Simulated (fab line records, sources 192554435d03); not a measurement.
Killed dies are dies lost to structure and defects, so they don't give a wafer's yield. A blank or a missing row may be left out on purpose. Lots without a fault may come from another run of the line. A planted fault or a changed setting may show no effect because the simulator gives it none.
Which tool did it? | flow n5_finfet | 24 lots, 72 wafers sampled, at 5 steps of a route of 1938

WHAT THE GAUGES READ, wafer by wafer
N5_BEOL_M1_OVL_MEAS_29. Usual: V0_OVL -0.1 nm, standard deviation 0.72.
lot  | measured     | on         | V0_OVL (nm)    | flag
L074 | day 6 02:04  | overlay-01 | 0.3 0.3 -0.4   |
L075 | day 6 05:22  | overlay-01 | -1.0 -0.4 -0.7 |
L076 | day 6 11:57  | overlay-02 | -0.3 0.2 -0.3  |
L077 | day 6 20:05  | overlay-01 | 0.5 0.8 0.1    |
L078 | day 7 05:21  | overlay-02 | 0.0 0.6 0.5    |
L079 | day 7 10:52  | overlay-02 | -0.9 -1.0 0.1  |
L080 | day 7 11:16  | overlay-01 | 0.0 -1.3 -0.5  |
L081 | day 7 20:23  | overlay-01 | 0.0 -0.1 0.6   |
L082 | day 8 06:08  | overlay-01 | 0.2 -0.8 -0.7  |
L083 | day 8 13:28  | overlay-02 | 0.5 0.1 0.5    |
L084 | day 8 13:23  | overlay-02 | 0.7 0.7 0.4    |
L085 | day 9 00:36  | overlay-02 | -0.7 -2.3 -0.7 |
L086 | day 9 06:11  | overlay-01 | -2.2 -0.3 -0.9 |
L087 | day 9 08:12  | overlay-02 | 0.1 -0.4 -0.1  |
L088 | day 9 12:02  | overlay-02 | 0.9 -0.2 -1.3  |
L089 | day 9 18:50  | overlay-01 | 0.3 -0.8 0.7   |
L090 | day 10 00:29 | overlay-01 | 0.7 0.6 1.0    |
L091 | day 10 07:16 | overlay-01 | 0.8 0.5 0.1    |
L092 | day 10 13:14 | overlay-01 | 0.0 0.5 -0.8   |
L093 | day 10 17:55 | overlay-02 | -0.1 0.0 -0.5  |
L094 | day 10 23:04 | overlay-02 | -1.4 -0.5 -1.3 |
L095 | day 11 11:05 | overlay-01 | 0.2 -0.4 0.2   |
L096 | day 11 15:55 | overlay-02 | 0.2 -0.7 -0.4  |
L097 | day 11 23:54 | overlay-01 | -0.2 0.4 0.6   |

WHICH TOOL RAN EACH LOT (tool, then ch and the chambers of the sampled wafers, then the start)
lot  | N5_BEOL_M0_STRIP_142               | N5_BEOL_M0_ANNEAL_133        | N5_BEOL_M0_CO_CAP_123            | N5_BEOL_M1_ETCH_64
L074 | rie_diel-06 ch 0,2,3, day 5 19:22  | pvd_sputter-02, day 5 22:28  | cvd_co-01 ch 1,2, day 5 23:29    | rie_diel-02 ch 1,2,3, day 6 01:14
L075 | rie_diel-03 ch 1,3, day 5 22:56    | pvd_sputter-03, day 6 00:42  | cvd_co-02 ch 0,2, day 6 01:55    | rie_diel-01 ch 1,2,3, day 6 04:26
L076 | rie_diel-03 ch 1,2, day 6 04:02    | pvd_sputter-03, day 6 08:49  | cvd_co-02 ch 0,2, day 6 09:52    | rie_diel-02 ch 0,2,3, day 6 11:02
L077 | rie_diel-06 ch 1,2, day 6 13:02    | pvd_sputter-01, day 6 17:02  | cvd_co-02 ch 1,2, day 6 18:09    | rie_diel-05 ch 0,2, day 6 19:17
L078 | rie_diel-03 ch 1,2,3, day 6 21:35  | pvd_sputter-02, day 6 23:41  | cvd_co-02 ch 0,1,2, day 7 00:45  | rie_diel-05 ch 2,3, day 7 04:36
L079 | rie_diel-06 ch 0,2, day 7 04:32    | pvd_sputter-01, day 7 06:13  | cvd_co-02 ch 0,2, day 7 07:58    | rie_diel-01 ch 0,1,3, day 7 09:56
L080 | rie_diel-03 ch 0,1, day 7 06:22    | pvd_sputter-02, day 7 07:57  | cvd_co-02 ch 0,2, day 7 08:58    | rie_diel-01 ch 1,2,3, day 7 10:34
L081 | rie_diel-06 ch 0,1,2, day 7 12:18  | pvd_sputter-01, day 7 15:05  | cvd_co-02 ch 0,1, day 7 16:11    | rie_diel-02 ch 0,3, day 7 19:26
L082 | rie_diel-06 ch 0,2,3, day 7 23:31  | pvd_sputter-01, day 8 03:00  | cvd_co-01 ch 0,2, day 8 04:11    | rie_diel-02 ch 1,2, day 8 05:18
L083 | rie_diel-04 ch 0,2,3, day 8 04:16  | pvd_sputter-02, day 8 07:22  | cvd_co-02 ch 0,2, day 8 08:29    | rie_diel-01 ch 1,2,3, day 8 12:40
L084 | rie_diel-03 ch 0,1,2, day 8 04:18  | pvd_sputter-03, day 8 07:16  | cvd_co-01 ch 0,1, day 8 08:20    | rie_diel-05 ch 0,2,3, day 8 12:28
L085 | rie_diel-03 ch 0,2,3, day 8 18:32  | pvd_sputter-01, day 8 20:14  | cvd_co-02 ch 0,2, day 8 21:45    | rie_diel-05 ch 0,1,3, day 8 23:40
L086 | rie_diel-03 ch 0,2,3, day 8 23:11  | pvd_sputter-02, day 9 02:38  | cvd_co-02 ch 0,1,2, day 9 03:40  | rie_diel-05 ch 0,1,3, day 9 05:25
L087 | rie_diel-03 ch 2,3, day 9 02:55    | pvd_sputter-03, day 9 05:00  | cvd_co-01 ch 0,1,2, day 9 06:02  | rie_diel-05 ch 1,2,3, day 9 07:30
L088 | rie_diel-03 ch 1,3, day 9 06:00    | pvd_sputter-01, day 9 08:53  | cvd_co-01 ch 0,2, day 9 09:55    | rie_diel-01 ch 1,2,3, day 9 11:20
L089 | rie_diel-06 ch 1,3, day 9 13:28    | pvd_sputter-01, day 9 15:15  | cvd_co-02 ch 0,1,2, day 9 16:17  | rie_diel-02 ch 0,2, day 9 18:00
L090 | rie_diel-03 ch 0,3, day 9 18:42    | pvd_sputter-02, day 9 20:47  | cvd_co-02 ch 1,2, day 9 22:00    | rie_diel-02 ch 0,1, day 9 23:46
L091 | rie_diel-03 ch 0,3, day 9 23:11    | pvd_sputter-03, day 10 02:50 | cvd_co-02 ch 1,2, day 10 03:55   | rie_diel-02 ch 0,2,3, day 10 06:19
L092 | rie_diel-04 ch 0,1,3, day 10 06:16 | pvd_sputter-02, day 10 08:37 | cvd_co-02 ch 0,1,2, day 10 09:39 | rie_diel-05 ch 1,2,3, day 10 12:30
L093 | rie_diel-03 ch 2,3, day 10 12:16   | pvd_sputter-01, day 10 14:53 | cvd_co-02 ch 0,2, day 10 15:58   | rie_diel-05 ch 0,2,3, day 10 17:01
L094 | rie_diel-03 ch 0,2, day 10 16:07   | pvd_sputter-01, day 10 18:25 | cvd_co-01 ch 0,1, day 10 19:26   | rie_diel-05 ch 0,1, day 10 22:14
L095 | rie_diel-06 ch 0,3, day 11 05:35   | pvd_sputter-01, day 11 07:12 | cvd_co-01 ch 0,2, day 11 08:20   | rie_diel-05 ch 0,1,2, day 11 10:01
L096 | rie_diel-03 ch 1,2,3, day 11 08:59 | pvd_sputter-02, day 11 10:37 | cvd_co-01 ch 0,2, day 11 11:44   | rie_diel-02 ch 0,1,2, day 11 15:00
L097 | rie_diel-04 ch 2,3, day 11 17:32   | pvd_sputter-03, day 11 20:16 | cvd_co-01 ch 0,1,2, day 11 21:17 | rie_diel-02 ch 1,2,3, day 11 22:57
- N5_BEOL_M0_STRIP_142: strips in N2/H2, time 10 s.
- N5_BEOL_M0_ANNEAL_133: time 60 s.
- N5_BEOL_M0_CO_CAP_123: material Co, precursor CCTBA/H2, target thk 2 nm, time 102.1 s.
- N5_BEOL_M1_ETCH_64: etches SOC in N2/H2, target depth 75 nm, overetch 15 nm, time 112.5 s.

WHAT THE TOOLS THEMSELVES READ (means of the sampled wafers that have a number; where no wafer has one, the mark that the record gives instead)
N5_BEOL_M0_STRIP_142. Usual: drypump_motor_current_A 5.5 A, standard deviation 0.35; oes_product_au 0.81 a.u., standard deviation 0.091; rf_vpp_V 59.1 V, standard deviation 0.89; showerhead_plenum_p_Torr 2.55 Torr, standard deviation 0.086; throttle_valve_pct 23.6 %, standard deviation 0.36.
lot  | tool        | drypump_motor_current_A (A) | oes_product_au (a.u.) | rf_vpp_V (V) | showerhead_plenum_p_Torr (Torr) | throttle_valve_pct (%) | flag
L074 | rie_diel-06 | 5.7                         | 0.77                  | 59.7         | 2.54                            | 23.7                   |
L075 | rie_diel-03 | 5.7                         | 0.69                  | 58.6         | 2.58                            | 24.1                   |
L076 | rie_diel-03 | 5.6                         | 0.78                  | 59.2         | 2.58                            | 23.5                   |
L077 | rie_diel-06 | 5.2                         | 0.79                  | 59.0         | 2.46                            | 23.9                   |
L078 | rie_diel-03 | 5.7                         | 0.77                  | 59.5         | 2.61                            | 23.7                   |
L079 | rie_diel-06 | 5.2                         | 0.79                  | 57.5         | 2.48                            | 23.7                   |
L080 | rie_diel-03 | 5.3                         | 0.83                  | 58.7         | 2.49                            | 23.6                   |
L081 | rie_diel-06 | 5.3                         | 0.77                  | 58.8         | 2.48                            | 23.7                   |
L082 | rie_diel-06 | 5.7                         | 0.74                  | 59.0         | 2.53                            | 23.8                   |
L083 | rie_diel-04 | 5.5                         | 0.86                  | 59.4         | 2.62                            | 23.4                   |
L084 | rie_diel-03 | 5.4                         | 0.82                  | 59.3         | 2.56                            | 23.5                   |
L085 | rie_diel-03 | 5.5                         | 0.92                  | 59.2         | 2.60                            | 23.6                   |
L086 | rie_diel-03 | 5.5                         | 0.91                  | 58.9         | 2.60                            | 23.6                   |
L087 | rie_diel-03 | 5.7                         | 0.94                  | 59.2         | 2.64                            | 23.8                   |
L088 | rie_diel-03 | 5.6                         | 0.78                  | 59.4         | 2.54                            | 23.8                   |
L089 | rie_diel-06 | 5.7                         | 0.74                  | 59.0         | 2.51                            | 24.0                   |
L090 | rie_diel-03 | 5.3                         | 0.89                  | 59.9         | 2.52                            | 23.8                   |
L091 | rie_diel-03 | 5.5                         | 0.92                  | 59.8         | 2.56                            | 23.9                   |
L092 | rie_diel-04 | 5.5                         | 0.87                  | 58.6         | 2.62                            | 23.5                   |
L093 | rie_diel-03 | 5.7                         | 0.91                  | 59.7         | 2.63                            | 23.8                   |
L094 | rie_diel-03 | 5.3                         | 0.84                  | 60.2         | 2.54                            | 23.5                   |
L095 | rie_diel-06 | 5.8                         | 0.70                  | 59.2         | 2.54                            | 23.6                   |
L096 | rie_diel-03 | 5.7                         | 0.90                  | 59.0         | 2.59                            | 23.5                   |
L097 | rie_diel-04 | 5.6                         | 0.84                  | 59.6         | 2.57                            | 23.1                   |

N5_BEOL_M0_ANNEAL_133. Usual: heater_power_w 836 W, standard deviation 93.
lot  | tool           | heater_power_w (W) | flag
L074 | pvd_sputter-02 | 943                |
L075 | pvd_sputter-03 | 814                |
L076 | pvd_sputter-03 | 785                |
L077 | pvd_sputter-01 | 723                |
L078 | pvd_sputter-02 | 929                |
L079 | pvd_sputter-01 | 786                |
L080 | pvd_sputter-02 | 938                |
L081 | pvd_sputter-01 | 786                |
L082 | pvd_sputter-01 | 807                |
L083 | pvd_sputter-02 | 880                |
L084 | pvd_sputter-03 | 780                |
L085 | pvd_sputter-01 | 776                |
L086 | pvd_sputter-02 | 902                |
L087 | pvd_sputter-03 | 727                |
L088 | pvd_sputter-01 | 830                |
L089 | pvd_sputter-01 | 786                |
L090 | pvd_sputter-02 | 1008               |
L091 | pvd_sputter-03 | 758                |
L092 | pvd_sputter-02 | 939                |
L093 | pvd_sputter-01 | 843                |
L094 | pvd_sputter-01 | 817                |
L095 | pvd_sputter-01 | 854                |
L096 | pvd_sputter-02 | 932                |
L097 | pvd_sputter-03 | 833                |

N5_BEOL_M0_CO_CAP_123. Usual: heater_power_outer_w 125 W, standard deviation 16; heater_power_w 251 W, standard deviation 30.
lot  | tool      | heater_power_outer_w (W) | heater_power_w (W) | flag
L074 | cvd_co-01 | 150                      | 292                |
L075 | cvd_co-02 | 119                      | 243                |
L076 | cvd_co-02 | 124                      | 257                |
L077 | cvd_co-02 | 116                      | 245                |
L078 | cvd_co-02 | 118                      | 246                |
L079 | cvd_co-02 | 122                      | 258                |
L080 | cvd_co-02 | 121                      | 244                |
L081 | cvd_co-02 | 114                      | 233                |
L082 | cvd_co-01 | 119                      | 226                |
L083 | cvd_co-02 | 125                      | 253                |
L084 | cvd_co-01 | 150                      | 286                |
L085 | cvd_co-02 | 121                      | 245                |
L086 | cvd_co-02 | 120                      | 244                |
L087 | cvd_co-01 | 133                      | 260                |
L088 | cvd_co-01 | 123                      | 236                |
L089 | cvd_co-02 | 119                      | 247                |
L090 | cvd_co-02 | 117                      | 246                |
L091 | cvd_co-02 | 124                      | 256                |
L092 | cvd_co-02 | 119                      | 241                |
L093 | cvd_co-02 | 120                      | 244                |
L094 | cvd_co-01 | 149                      | 289                |
L095 | cvd_co-01 | 119                      | 236                |
L096 | cvd_co-01 | 122                      | 237                |
L097 | cvd_co-01 | 135                      | 266                |

N5_BEOL_M1_ETCH_64. Usual: drypump_motor_current_A 5.9 A, standard deviation 0.32; oes_product_au 0.61 a.u., standard deviation 0.06; rf_vpp_V 524.7 V, standard deviation 1.4; showerhead_plenum_p_Torr 2.57 Torr, standard deviation 0.042; throttle_valve_pct 17.83 %, standard deviation 0.22.
lot  | tool        | drypump_motor_current_A (A) | oes_product_au (a.u.) | rf_vpp_V (V) | showerhead_plenum_p_Torr (Torr) | throttle_valve_pct (%) | flag
L074 | rie_diel-02 | 6.1                         | 0.58                  | 524.2        | 2.56                            | 17.92                  |
L075 | rie_diel-01 | 5.7                         | 0.58                  | 523.1        | 2.54                            | 17.99                  |
L076 | rie_diel-02 | 5.8                         | 0.60                  | 525.4        | 2.58                            | 17.82                  |
L077 | rie_diel-05 | 5.7                         | 0.67                  | 524.8        | 2.59                            | 17.77                  |
L078 | rie_diel-05 | 5.8                         | 0.60                  | 526.2        | 2.62                            | 17.81                  |
L079 | rie_diel-01 | 6.0                         | 0.58                  | 522.9        | 2.53                            | 17.84                  |
L080 | rie_diel-01 | 5.7                         | 0.57                  | 524.4        | 2.54                            | 18.00                  |
L081 | rie_diel-02 | 5.5                         | 0.62                  | 525.0        | 2.57                            | 17.72                  |
L082 | rie_diel-02 | 6.4                         | 0.64                  | 524.7        | 2.56                            | 18.00                  |
L083 | rie_diel-01 | 5.7                         | 0.57                  | 523.8        | 2.53                            | 18.01                  |
L084 | rie_diel-05 | 5.9                         | 0.63                  | 525.3        | 2.60                            | 17.83                  |
L085 | rie_diel-05 | 6.0                         | 0.65                  | 525.1        | 2.60                            | 17.72                  |
L086 | rie_diel-05 | 6.0                         | 0.64                  | 524.5        | 2.60                            | 17.72                  |
L087 | rie_diel-05 | 5.8                         | 0.63                  | 524.9        | 2.60                            | 17.67                  |
L088 | rie_diel-01 | 5.7                         | 0.57                  | 524.2        | 2.53                            | 18.02                  |
L089 | rie_diel-02 | 5.7                         | 0.65                  | 524.8        | 2.58                            | 17.77                  |
L090 | rie_diel-02 | 6.0                         | 0.59                  | 523.4        | 2.54                            | 18.05                  |
L091 | rie_diel-02 | 5.8                         | 0.64                  | 524.5        | 2.57                            | 17.72                  |
L092 | rie_diel-05 | 5.8                         | 0.62                  | 524.2        | 2.59                            | 17.68                  |
L093 | rie_diel-05 | 5.9                         | 0.62                  | 525.0        | 2.59                            | 17.87                  |
L094 | rie_diel-05 | 6.0                         | 0.67                  | 525.1        | 2.58                            | 17.75                  |
L095 | rie_diel-05 | 5.8                         | 0.66                  | 525.4        | 2.58                            | 17.70                  |
L096 | rie_diel-02 | 6.0                         | 0.63                  | 524.8        | 2.56                            | 17.92                  |
L097 | rie_diel-02 | 6.1                         | 0.61                  | 524.5        | 2.55                            | 17.86                  |

THE ANSWER, worked out from the rows above alone
Rule: a lot is off if the mean of its wafers that have a number lies more than 3 standard deviations from the usual mean. A lot without any number at a reading at which 4 lots or more have one is off too. The other lots that the step has rows for count as sound. The gauges are gone through in route order, then the tools' own readings, and for those a lot's mean is taken as printed above. The first step at which some lot is off is used, and at that step the reading that is off furthest; a lot without a number counts as furthest.
No lot is off at any reading shown: from this, nothing can be told.

WHAT THE SIMULATOR HAD PUT IN
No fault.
